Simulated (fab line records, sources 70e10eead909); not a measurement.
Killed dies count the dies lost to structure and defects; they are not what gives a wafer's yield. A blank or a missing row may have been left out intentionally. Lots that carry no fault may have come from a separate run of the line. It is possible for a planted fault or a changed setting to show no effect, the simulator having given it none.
fab line records ; flow nandHarc
record lots=6; wafers=18; lastDay=33
route steps=1302 shown A_SGD_CUT@894 END@1302
lots with no fault: from the same line, run without faults
startH: hours from the record's first day to the start of the lot's first wafer shown ; waitH: hours elapsed since this lot's preceding step ; " same as the row above ; L1.1+2: several wafers, shown together as one row ; - either no value or no given start ; * or withheld: withheld ; < > ~ a bound
route shown NAME@n: names a module that has steps shown in the file, with the first one's number in the route ; usual: the fault-free wafers' mean and standard deviation ; same: alike in all rows ; chamber/n: place in a boat ; sites: readings site by site ; _std_site: how widely they spread, as a standard deviation ; _edge_site: mean of outer sites minus mean of inner sites ; radiusMm: for every site, how far away it sits from the centre of the wafer ; mask NAME#n: copy n ; behind: the last tool/chamber to shape the wafer ; hold: cause of the lot's hold/its duration in hours/its outcome ; device: the n, p or np transistor that did not switch ; end of line: at the end of the route, the tests of the same wafers ; a step given without rows: its recipe and nothing more ; killed: the dies lost at the first sort to structure and to defects; this is not the yield of the wafer ; map: the dies of a wafer, with x for killed, . for not killed, _ for no die there
set.NAME: setting as actually run; set.NAME@STEP: the setting as run at that earlier step ; model.NAME: the simulator's own value behind a step, which no gauge read
lots at selected steps of the route; one table per step, one row per wafer
services: when a tool's chamber went out of use (startH, in hours from the record's first day, below 0 if earlier), for how many hours, and the reason
## steps
# step NHARC_A_SGD_CUT_COAT_57
# recipe tempC=225; timeS=65
# step NHARC_A_SGD_CUT_COAT_03
# recipe spinRpm=1500; resistThkNm=90
# step NHARC_A_SGD_CUT_SOFTBAKE_04
# recipe tempC=105; timeS=55
# step NHARC_A_SGD_CUT_EBR_05
# step NHARC_A_SGD_CUT_EXPOSE_06
# recipe na=1.35; doseMj=85.59; maskId=SGD
# step NHARC_A_SGD_CUT_PEB_07
# recipe pebTempC=100; pebTimeS=65
# step NHARC_A_SGD_CUT_DEVELOP_08
# recipe developTimeS=35; devTempC=23
# step NHARC_A_SGD_CUT_CD_MEAS_09
# recipe targetCdNm=100; landingEnergyEv=500
# usual cdNm=99.9/0.54
lot.wafer;tool;chamber;startH;waitH;cdNm
L203.1;cdSem-02;0;460.17;-;99.5
L203.2;cdSem-02;0;460.17;-;100.7
L203.6;cdSem-02;0;460.17;-;99.8
L205.2;cdSem-03;0;463.13;-;99.8
L205.3;cdSem-03;0;463.13;-;100.5
L205.6;cdSem-03;0;463.13;-;99.0
L207.2;cdSem-03;0;472.77;-;100.1
L207.3;cdSem-03;0;472.77;-;99.0
L207.6;cdSem-03;0;472.77;-;99.5
L222.3;cdSem-02;0;637.22;-;100.0
L222.4;cdSem-02;0;637.22;-;99.3
L222.6;cdSem-02;0;637.22;-;100.5
L224.1;cdSem-01;0;658.36;-;100.3
L224.4;cdSem-01;0;658.36;-;100.8
L224.6;cdSem-01;0;658.36;-;99.2
L223.1;cdSem-01;0;658.70;-;100.7
L223.5;cdSem-01;0;658.70;-;100.0
L223.6;cdSem-01;0;658.70;-;98.6
# step NHARC_A_SGD_CUT_OVL_MEAS_10
# usual overlayXNm=-0.2/1; overlayYNm=-0.1/0.96
lot.wafer;tool;chamber;startH;waitH;overlayXNm;overlayYNm
L203.1;overlay-01;-;460.26;-;-1.6;1.6
L203.2;overlay-01;-;460.26;-;-2.0;1.0
L203.6;overlay-01;-;460.26;-;-1.4;1.0
L205.2;overlay-02;-;463.22;-;-0.2;0.3
L205.3;overlay-02;-;463.22;-;0.4;0.5
L205.6;overlay-02;-;463.22;-;-0.5;0.3
L207.2;overlay-02;-;472.86;-;-1.1;-0.2
L207.3;overlay-02;-;472.86;-;-1.6;-0.4
L207.6;overlay-02;-;472.86;-;-1.2;-0.2
L222.3;overlay-01;-;637.30;-;-0.3;-2.0
L222.4;overlay-01;-;637.30;-;0.3;-2.3
L222.6;overlay-01;-;637.30;-;-0.1;-1.8
L224.1;overlay-02;-;658.45;-;-1.2;-1.1
L224.4;overlay-02;-;658.45;-;-1.5;-0.9
L224.6;overlay-02;-;658.45;-;-1.9;-1.1
L223.1;overlay-02;-;658.78;-;-0.2;1.0
L223.5;overlay-02;-;658.78;-;0.7;0.1
L223.6;overlay-02;-;658.78;-;-0.1;-0.3
# step NHARC_A_SGD_CUT_INSPECT_11
# usual rawDefectCount=52/31
lot.wafer;tool;chamber;startH;waitH;rawDefectCount
L203.1;defectInspect-01;-;460.29;0.0;63
L203.2;defectInspect-01;-;460.29;0.0;63
L203.6;defectInspect-01;-;460.29;0.0;57
L205.2;defectInspect-02;-;463.26;0.0;20
L205.3;defectInspect-02;-;463.26;0.0;8
L205.6;defectInspect-02;-;463.26;0.0;16
L207.2;defectInspect-01;-;472.89;0.0;73
L207.3;defectInspect-01;-;472.89;0.0;79
L207.6;defectInspect-01;-;472.89;0.0;63
L222.3;defectInspect-01;-;637.34;0.0;24
L222.4;defectInspect-01;-;637.34;0.0;15
L222.6;defectInspect-01;-;637.34;0.0;17
L224.1;defectInspect-01;-;658.48;0.0;7
L224.4;defectInspect-01;-;658.48;0.0;12
L224.6;defectInspect-01;-;658.48;0.0;6
L223.1;defectInspect-02;-;658.82;0.0;8
L223.5;defectInspect-02;-;658.82;0.0;11
L223.6;defectInspect-02;-;658.82;0.0;13
# step NHARC_A_SGD_CUT_DESCUM_14
# recipe timeS=3; o2FlowSccm=200; arFlowSccm=0; biasPowerW=0; chemistry=O2
# usual drypumpMotorCurrentA=5.7/0.44; oesProductAu=1.001/0.014; rfVppV=57.8/0.86; showerheadPlenumPTorr=1.93/0.092; throttleValvePct=11.311/0.0085
lot.wafer;tool;chamber;startH;waitH;drypumpMotorCurrentA;oesProductAu;rfHoursCounterH;rfVppV;showerheadPlenumPTorr;throttleValvePct
L203.2;rieDiel-09;0;460.36;0.1;5.4;1.028;10;57.6;1.85;11.310
L203.1;rieDiel-09;1;460.36;0.1;4.9;0.981;10;59.2;2.03;11.307
L203.6;rieDiel-09;3;460.36;0.1;5.5;1.015;-;58.9;2.03;11.312
L205.3;rieDiel-11;0;463.32;0.1;5.3;0.986;1;57.4;1.85;11.318
L205.2;rieDiel-11;2;463.32;0.1;6.1;0.994;1;57.5;2.01;11.301
L205.6;rieDiel-11;1;463.32;0.1;6.1;0.996;-;58.1;2.05;11.310
L207.2;rieDiel-06;1;472.95;0.1;5.7;1.006;7;58.8;2.00;11.313
L207.3;rieDiel-06;3;472.95;0.1;6.1;0.992;6;56.9;1.80;11.305
L207.6;rieDiel-06;1;472.95;0.1;5.7;1.011;-;58.9;2.00;11.309
L222.4;rieDiel-09;0;637.40;0.1;5.3;1.011;11;57.7;1.85;11.319
L222.3;rieDiel-09;2;637.40;0.1;5.3;1.004;11;58.4;1.82;11.312
L222.6;rieDiel-09;1;637.40;0.1;4.9;0.977;-;58.1;2.02;11.316
L224.1;rieDiel-06;2;658.54;0.1;6.3;1.007;8;57.2;1.96;11.315
L224.4;rieDiel-06;3;658.54;0.1;6.0;1.004;7;58.0;1.79;11.314
L224.6;rieDiel-06;2;658.54;0.1;6.3;1.003;-;59.0;1.96;11.304
L223.1;rieDiel-09;0;658.89;0.1;5.3;1.009;13;57.6;1.85;11.313
L223.6;rieDiel-09;3;658.89;0.1;5.4;1.013;-;58.9;2.03;11.303
L223.5;rieDiel-09;0;658.89;0.1;5.3;1.014;-;58.5;1.85;11.310
# step NHARC_A_SGD_CUT_ETCH_58
# recipe targetDepthA=390; overEtchFrac=0.3; timeS=65; ionEnergyEv=80; cf4FlowSccm=150; arFlowSccm=0; rfW=300; biasW=100; chemistry=CF4
# usual cf4FlowSccm=150.0/0.43; drypumpMotorCurrentA=5.7/0.42; oesProductAu=0.999/0.014; rfVppV=151.4/1.3; runLengthS=86.5/0.5; showerheadPlenumPTorr=1.78/0.078; throttleValvePct=13.285/0.009
lot.wafer;tool;chamber;startH;waitH;cf4FlowSccm;drypumpMotorCurrentA;oesProductAu;rfHoursCounterH;rfVppV;runLengthS;showerheadPlenumPTorr;throttleValvePct
L203.1;rieDiel-09;3;460.45;0.1;150.5;5.5;1.015;10;154.0;85.7;1.87;13.280
L203.2;rieDiel-09;0;460.45;0.1;149.8;5.4;1.024;10;151.0;86.1;1.72;13.275
L203.6;rieDiel-09;2;460.45;0.1;150.2;5.3;0.996;-;149.5;87.0;1.69;13.285
L205.3;rieDiel-11;1;463.40;0.1;149.1;6.1;0.981;1;153.9;86.7;1.88;13.277
L205.2;rieDiel-11;0;463.40;0.1;150.2;5.3;0.994;1;150.2;86.3;1.71;13.290
L205.6;rieDiel-11;2;463.40;0.1;151.1;6.1;0.990;-;152.8;86.8;1.85;13.298
L207.2;rieDiel-06;0;473.05;0.1;150.9;5.6;0.971;9;149.3;86.3;1.72;13.297
L207.3;rieDiel-06;1;473.05;0.1;151.0;5.7;1.007;7;153.2;86.4;1.84;13.283
L207.6;rieDiel-06;2;473.05;0.1;150.1;6.4;1.008;-;150.7;86.1;1.81;13.281
L222.4;rieDiel-09;0;637.49;0.1;149.7;5.3;1.006;11;151.4;86.1;1.71;13.267
L222.3;rieDiel-09;2;637.49;0.1;150.5;5.3;1.007;11;150.1;86.7;1.68;13.292
L222.6;rieDiel-09;3;637.49;0.1;149.9;5.4;1.006;-;151.0;85.6;1.87;13.283
L224.4;rieDiel-06;2;658.63;0.1;150.2;6.4;0.995;8;151.2;86.0;1.81;13.288
L224.1;rieDiel-06;3;658.63;0.1;150.3;6.0;0.987;7;151.1;86.4;1.67;13.291
L224.6;rieDiel-06;3;658.63;0.1;149.7;6.1;0.993;-;149.7;87.0;1.67;13.288
L223.1;rieDiel-09;3;658.97;0.1;150.6;5.4;1.005;14;151.8;85.3;1.87;13.285
L223.6;rieDiel-09;3;658.97;0.1;150.4;5.4;1.012;-;152.2;85.2;1.87;13.286
L223.5;rieDiel-09;0;658.97;0.1;150.1;5.3;0.999;-;150.9;85.9;1.71;13.274
# step NHARC_A_SGD_CUT_ETCH_59
# recipe targetDepthA=2600; overEtchFrac=0.25; timeS=406.25; ionEnergyEv=200; n2FlowSccm=150; h2FlowSccm=150; arFlowSccm=0; rfW=400; biasW=150; chemistry=N2/H2
# usual drypumpMotorCurrentA=5.7/0.43; oesProductAu=0.999/0.015; rfVppV=431.0/2.8; runLengthS=427.7/0.51; showerheadPlenumPTorr=2.06/0.099; throttleValvePct=14.170/0.0089
lot.wafer;tool;chamber;startH;waitH;drypumpMotorCurrentA;oesProductAu;rfHoursCounterH;rfVppV;runLengthS;showerheadPlenumPTorr;throttleValvePct
L203.2;rieDiel-09;0;460.53;-;5.3;1.009;10;429.5;427.3;1.97;14.175
L203.1;rieDiel-09;3;460.53;-;5.4;0.992;10;435.4;426.5;2.17;14.178
L203.6;rieDiel-09;1;460.53;-;4.9;0.973;-;434.8;427.9;2.16;14.175
L205.2;rieDiel-11;0;463.49;-;5.3;0.999;1;428.6;427.5;1.97;14.167
L205.3;rieDiel-11;2;463.49;-;6.1;0.998;1;435.3;428.4;2.15;14.164
L205.6;rieDiel-11;1;463.49;-;6.1;0.983;-;436.3;428.0;2.18;14.171
L207.2;rieDiel-06;0;473.17;-;5.6;0.978;9;428.1;426.9;1.98;14.167
L207.3;rieDiel-06;1;473.17;-;5.7;0.997;7;432.3;428.0;2.13;14.169
L207.6;rieDiel-06;1;473.17;-;5.7;1.007;-;432.6;427.5;2.13;14.166
L222.4;rieDiel-09;3;637.60;-;5.4;1.024;11;433.2;378.0;2.17;14.178
L222.3;rieDiel-09;0;637.60;-;5.3;1.013;11;428.9;379.0;1.97;14.177
L222.6;rieDiel-09;3;637.60;-;5.4;1.014;-;433.1;378.1;2.17;14.146
L224.1;rieDiel-06;2;658.75;-;6.4;1.012;8;432.9;427.2;2.09;14.165
L224.4;rieDiel-06;0;658.75;-;5.6;0.991;7;429.4;426.9;1.98;14.185
L224.6;rieDiel-06;2;658.75;-;6.4;1.028;-;431.7;427.5;2.09;14.169
L223.1;rieDiel-09;1;659.12;-;4.9;0.977;14;433.1;379.1;2.16;14.172
L223.5;rieDiel-09;3;659.12;-;5.4;1.028;-;433.6;378.0;2.17;14.168
L223.6;rieDiel-09;0;659.12;-;5.3;1.013;-;428.4;378.7;1.97;14.165
# step NHARC_A_SGD_CUT_ETCH_15
# recipe targetDepthA=750; timeS=64.3; ch3fFlowSccm=50; o2FlowSccm=30; arFlowSccm=200; rfW=500; biasW=100; chemistry=CH3F/O2
# usual drypumpMotorCurrentA=5.7/0.42; oesProductAu=0.961/0.022; rfVppV=264.2/1.8; runLengthS=85.8/0.52; showerheadPlenumPTorr=2.48/0.11; throttleValvePct=20.665/0.0089
lot.wafer;tool;chamber;startH;waitH;drypumpMotorCurrentA;oesProductAu;rfHoursCounterH;rfVppV;runLengthS;showerheadPlenumPTorr;throttleValvePct
L203.1;rieDiel-09;2;-;-;5.3;0.979;10;264.0;86.2;2.34;20.668
L203.2;rieDiel-09;0;-;-;5.3;0.988;10;263.8;85.4;2.38;20.665
L203.6;rieDiel-09;2;-;-;5.2;0.970;-;262.6;86.1;2.34;20.651
L205.3;rieDiel-11;3;-;-;6.0;0.969;1;265.7;86.5;2.42;20.672
L205.2;rieDiel-11;0;-;-;5.4;0.953;2;263.0;85.8;2.38;20.657
L205.6;rieDiel-11;2;-;-;6.1;0.983;-;266.2;86.0;2.58;20.673
L207.3;rieDiel-06;2;-;-;6.3;0.974;9;264.7;85.2;2.52;20.665
L207.2;rieDiel-06;1;-;-;5.8;0.963;7;264.8;85.9;2.56;20.654
L207.6;rieDiel-06;2;-;-;6.3;0.958;-;263.8;85.5;2.52;20.666
L222.3;rieDiel-09;2;-;-;5.3;0.993;11;262.0;86.0;2.34;20.655
L222.4;rieDiel-09;0;-;-;5.3;0.978;11;263.6;85.5;2.38;20.677
L222.6;rieDiel-09;2;-;-;5.3;0.984;-;261.3;86.6;2.34;20.659
L224.4;rieDiel-06;2;-;-;6.3;0.969;8;264.4;85.3;2.52;20.675
L224.1;rieDiel-06;3;-;-;6.1;0.963;7;260.8;85.6;2.31;20.668
L224.6;rieDiel-06;2;-;-;6.4;0.962;-;264.1;85.4;2.52;20.669
L223.1;rieDiel-09;3;-;-;5.4;0.969;14;268.0;84.6;2.60;20.658
L223.6;rieDiel-09;2;-;-;5.3;0.991;-;262.2;87.0;2.34;20.681
L223.5;rieDiel-09;3;-;-;5.4;0.969;-;264.6;84.5;2.60;20.648
# step NHARC_END_SORT_01
# recipe tempC=25
# usual killedAtArray=52/16; killedAtOther=0.8/0.98; killedAtPeriphery=4.2/2.9; killedDies=57/16; killedOpen=3.3/1.9; killedShort=2.5/1.5
# same grossDies=677
lot.wafer;tool;chamber;startH;waitH;killedAtArray;killedAtOther;killedAtPeriphery;killedDies;killedOpen;killedShort
L203.1;prober-01;0;579.82;2.5;65;0;3;68;4;1
L203.2;prober-01;0;580.61;2.8;60;1;5;66;3;4
L203.6;prober-01;0;583.77;4.0;77;0;5;82;4;4
L205.2;prober-01;0;588.35;2.8;32;0;2;34;1;2
L205.3;prober-01;0;589.16;3.1;27;0;4;31;4;1
L205.6;prober-01;0;591.61;4.1;25;0;5;30;3;1
L207.2;prober-02;0;595.40;2.8;76;0;0;76;6;1
L207.3;prober-02;0;596.18;3.1;88;0;4;92;4;3
L207.6;prober-02;0;598.53;3.9;70;0;1;71;4;4
L222.3;prober-01;0;763.48;3.2;56;0;4;60;2;1
L222.4;prober-01;0;764.30;3.5;50;0;2;52;6;1
L222.6;prober-01;0;765.93;4.1;56;0;7;63;4;5
L224.1;prober-02;0;780.25;2.5;61;2;3;66;6;5
L224.4;prober-02;0;782.66;3.4;50;1;3;54;3;1
L224.6;prober-02;0;784.27;4.0;51;1;1;53;2;1
L223.1;prober-01;0;780.25;2.5;26;0;3;29;2;3
L223.5;prober-01;0;783.47;3.7;27;0;5;32;5;3
L223.6;prober-01;0;784.27;4.0;21;0;2;23;4;1
# killed by level:class
L203.1 A_CHANNEL_HOLE_D1:chamberFilmFlake=28 A_SLIT:chamberFilmFlake=18 A_CONTACT:chamberFilmFlake=7 A_CHANNEL_HOLE_D2:chamberFilmFlake=5 P_M0:chamberFilmFlake=3 A_ONON_D2:geometricParticle:open=2 A_ONON_D1:geometricParticle:open=1 A_DECK1_JOINT:geometricParticle:short=1
L203.2 A_SLIT:chamberFilmFlake=25 A_CHANNEL_HOLE_D1:chamberFilmFlake=16 A_CHANNEL_HOLE_D2:chamberFilmFlake=4 A_WL_FILL:chamberFilmFlake=3 A_CONTACT:chamberFilmFlake=3 A_DECK1_JOINT:chamberFilmFlake=2 P_M0:chamberFilmFlake=2 A_STAIRCASE:chamberFilmFlake=2
L203.6 A_CHANNEL_HOLE_D1:chamberFilmFlake=32 A_SLIT:chamberFilmFlake=28 A_CHANNEL_HOLE_D2:chamberFilmFlake=4 A_CONTACT:chamberFilmFlake=4 P_M0:chamberFilmFlake=3 A_CHANNEL_FILL_D2:geometricParticle:short=2 A_WL_FILL:chamberFilmFlake=2 P_M2:geometricParticle:open=1
L205.2 A_CHANNEL_HOLE_D2:chamberFilmFlake=11 A_CONTACT:chamberFilmFlake=11 P_GATE:chamberFilmFlake=2 A_CHANNEL_HOLE_D1:chamberFilmFlake=2 A_STAIRCASE:chamberFilmFlake=2 A_CHANNEL_HOLE_D1:geometricParticle:short=1 A_ONON_D2:geometricParticle:short=1 A_CONTACT:geometricParticle:open=1
L205.3 A_CONTACT:chamberFilmFlake=11 A_CHANNEL_HOLE_D1:chamberFilmFlake=3 A_CHANNEL_HOLE_D2:chamberFilmFlake=3 A_SLIT:chamberFilmFlake=3 A_CONTACT:geometricParticle:open=2 A_DECK1_JOINT:geometricParticle:open=1 A_ONON_D2:geometricParticle:open=1 A_SGD_CUT:geometricParticle:short=1
L205.6 A_CONTACT:chamberFilmFlake=8 A_CHANNEL_HOLE_D2:chamberFilmFlake=7 P_GATE:chamberFilmFlake=3 A_CHANNEL_HOLE_D1:chamberFilmFlake=3 P_M2:geometricParticle:open=1 A_ONON_D1:geometricParticle:open=1 A_ONON_D2:geometricParticle:short=1 A_BLC:geometricParticle:open=1
L207.2 A_CHANNEL_HOLE_D1:chamberFilmFlake=34 A_SLIT:chamberFilmFlake=19 A_CHANNEL_HOLE_D2:chamberFilmFlake=7 A_CONTACT:chamberFilmFlake=4 A_ONON_D2:geometricParticle:open=2 A_CHANNEL_FILL_D1:chamberFilmFlake=2 A_BONDPAD:chamberFilmFlake=2 A_ONON_D1:geometricParticle:short=1
L207.3 A_CHANNEL_HOLE_D1:chamberFilmFlake=39 A_SLIT:chamberFilmFlake=18 A_CHANNEL_HOLE_D2:chamberFilmFlake=13 A_CONTACT:chamberFilmFlake=8 A_DECK1_JOINT:chamberFilmFlake=2 A_BONDPAD:chamberFilmFlake=2 P_GATE:geometricParticle:open=1 P_M0:geometricParticle:open=1
L207.6 A_SLIT:chamberFilmFlake=30 A_CHANNEL_HOLE_D1:chamberFilmFlake=16 A_BONDPAD:chamberFilmFlake=6 A_CHANNEL_HOLE_D2:chamberFilmFlake=4 A_WL_FILL:geometricParticle:short=2 A_STAIRCASE:chamberFilmFlake=2 A_CHANNEL_FILL_D1:chamberFilmFlake=2 A_CONTACT:chamberFilmFlake=2
L222.3 A_SLIT:chamberFilmFlake=30 A_CHANNEL_HOLE_D1:chamberFilmFlake=13 A_CONTACT:chamberFilmFlake=8 P_GATE:chamberFilmFlake=2 A_STAIRCASE:chamberFilmFlake=2 P_M1:geometricParticle:open=1 A_DECK1_JOINT:geometricParticle:short=1 A_ONON_D2:geometricParticle:open=1
L222.4 A_SLIT:chamberFilmFlake=20 A_CHANNEL_HOLE_D1:chamberFilmFlake=13 A_CONTACT:chamberFilmFlake=10 A_CHANNEL_FILL_D2:geometricParticle:open=2 A_ONON_D1:geometricParticle:short=1 A_DECK1_JOINT:geometricParticle:open=1 A_CONTACT:geometricParticle:open=1 A_BLC:geometricParticle:open=1
L222.6 A_SLIT:chamberFilmFlake=39 A_CHANNEL_HOLE_D1:chamberFilmFlake=8 A_CONTACT:chamberFilmFlake=3 P_GATE:chamberFilmFlake=3 P_CONTACT:geometricParticle:open=2 P_STI:geometricParticle:short=1 P_GATE:geometricParticle:short=1 A_ONON_D1:geometricParticle:open=1
L224.1 A_SLIT:chamberFilmFlake=41 A_CONTACT:chamberFilmFlake=6 A_ONON_D2:geometricParticle:short=2 A_DECK1_JOINT:chamberFilmFlake=2 THIN_TSV:chamberFilmFlake=2 P_M0:geometricParticle:open=1 P_M1:geometricParticle:open=1 A_SOURCE_PLATE:geometricParticle:short=1
L223.1 A_CONTACT:chamberFilmFlake=9 A_SLIT:chamberFilmFlake=5 A_ZERO_WELL:chamberFilmFlake=2 A_CHANNEL_HOLE_D2:chamberFilmFlake=2 A_STAIRCASE:chamberFilmFlake=2 P_CONTACT:geometricParticle:open=1 A_CHANNEL_FILL_D1:geometricParticle:short=1 A_DECK1_JOINT:geometricParticle:short=1
L224.4 A_SLIT:chamberFilmFlake=34 A_CONTACT:chamberFilmFlake=4 A_M0:geometricParticle:open=2 P_GATE:chamberFilmFlake=2 A_CHANNEL_HOLE_D1:chamberFilmFlake=2 A_CHANNEL_FILL_D2:chamberFilmFlake=2 A_ONON_D2:geometricParticle:short=1 A_WL_FILL:geometricParticle:open=1
L223.5 A_CONTACT:chamberFilmFlake=12 P_M0:geometricParticle:open=4 A_CHANNEL_HOLE_D1:chamberFilmFlake=3 A_ONON_D1:geometricParticle:short=2 A_ZERO_WELL:chamberFilmFlake=2 A_SLIT:chamberFilmFlake=2 A_ONON_D1:geometricParticle:open=1 A_WL_FILL:geometricParticle:short=1
L223.6 A_CONTACT:chamberFilmFlake=4 A_STAIRCASE:chamberFilmFlake=4 A_SLIT:chamberFilmFlake=3 A_CHANNEL_FILL_D2:geometricParticle:open=2 A_CHANNEL_HOLE_D1:chamberFilmFlake=2 A_DECK1_JOINT:chamberFilmFlake=2 P_M0:geometricParticle:open=1 A_WL_FILL:geometricParticle:short=1
L224.6 A_SLIT:chamberFilmFlake=39 A_CONTACT:chamberFilmFlake=6 A_BONDPAD:chamberFilmFlake=3 P_M0:geometricParticle:open=1 A_ONON_D2:geometricParticle:open=1 A_CONTACT:geometricParticle:short=1 A_CHANNEL_HOLE_D1:chamberFilmFlake=1 THIN_TSV:chamberFilmFlake=1
## services
tool;chamber;startH;hours;kind
rieDiel-09;0;451.80;-;clean
rieDiel-09;1;451.80;-;clean
rieDiel-09;2;451.80;-;clean
rieDiel-09;3;451.80;-;clean
rieDiel-06;3;473.13;19.1;repair
rieDiel-09;0;476.30;-;clean
rieDiel-09;1;476.30;-;clean
rieDiel-09;2;476.30;-;clean
rieDiel-09;3;476.30;-;clean
rieDiel-06;-;484.20;9.0;pm
rieDiel-09;-;497.40;9.0;pm
rieDiel-09;0;497.40;9.0;ventCycle
rieDiel-09;1;497.40;9.0;ventCycle
rieDiel-09;2;497.40;9.0;ventCycle
rieDiel-09;3;497.40;9.0;ventCycle
rieDiel-09;0;506.40;-;clean
rieDiel-09;1;506.40;-;clean
rieDiel-11;-;512.00;0.6;repair
rieDiel-06;2;546.52;5.6;repair
rieDiel-06;3;548.80;16.2;repair
rieDiel-06;0;554.60;14.6;repair
rieDiel-11;-;581.78;0.6;repair
rieDiel-11;2;584.17;9.8;repair
rieDiel-11;-;609.53;9.0;pm
## key
firstSign step=NHARC_A_SGD_CUT_ETCH_59; reading=runLengthS; direction=down; sigmas=96; usual=*; struck=*
effect none on later readings
metAt NHARC_A_SGD_CUT_ETCH_59
struckWafers L222.3,L222.4,L222.6,L223.1,L223.5,L223.6
testerLeftOut L222,L223
onsetBetween 460.53 637.60
fault kind=processParameterDrift; tool=rieDiel-09; chamber=-; onsetH=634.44; steps=NHARC_A_SGD_CUT_ETCH_59; channel=timeS; offset=*; shape=step; endH=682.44; actsIn=*; stated=*
# testerLeftOut: of these lots the tester's yield and bins aren't shown, on N5 and GAA mostly nor the transistor test; their killed dies are dies lost to structure and defects alone, not to doping, threshold or leakage, so they don't give the yield
